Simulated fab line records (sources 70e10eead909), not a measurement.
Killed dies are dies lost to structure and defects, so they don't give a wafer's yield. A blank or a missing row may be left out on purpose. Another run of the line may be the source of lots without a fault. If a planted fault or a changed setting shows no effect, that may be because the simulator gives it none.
Chamber matching | flow nand harc | NHARC_A_STAIRCASE_DEP_259 on pecvd-01: 3 sister chambers
The step deposits SiON, target thk 30 nm. 3 wafers are shown with their chamber, then 10 later ones without.

WAFERS WITH THEIR CHAMBER
wafer  | chamber | heater power w (W)
L090.3 | 2       | 778
L089.2 | 0       | 751
L089.3 | 1       | 565

WAFERS WHOSE CHAMBER IS MISSING
wafer  | heater power w (W)
L089.5 | 549
L092.1 | 774
L092.5 | 819
L092.6 | 475
L096.1 | 754
L096.2 | 758
L096.3 | 565
L097.2 | 758
L097.3 | 601
L097.6 | 849

WHICH CHAMBER EACH ONE RAN IN
wafer  | from the rows above     | in truth
L089.5 | 1                       | 1
L092.1 | can't be placed: 2 or 0 | 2
L092.5 | can't be placed: 2 or 0 | 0
L092.6 | 1                       | 1
L096.1 | can't be placed: 0 or 2 | 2
L096.2 | can't be placed: 0 or 2 | 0
L096.3 | 1                       | 1
L097.2 | can't be placed: 0 or 2 | 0
L097.3 | 1                       | 1
L097.6 | can't be placed: 2 or 0 | 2
Correct placement for 4 of the 10. These rows do not allow placing 6 (true chamber among the candidates in 6). 0 placed wrongly.
How it was worked out, from the rows above alone: a wafer's distance from a chamber is the root of the sum, over the readings, of the square of ((its reading less the chamber's mean) divided by the reading's scatter). The wafer belongs to the nearest chamber; if the next one is less than 2 further off, it can't be placed. For every chamber, the mean is computed from those of its wafers that are shown. The scatter (one wafer shown for each chamber): square how far every hidden wafer sits from the nearest shown wafer, average those squares and take the square root.
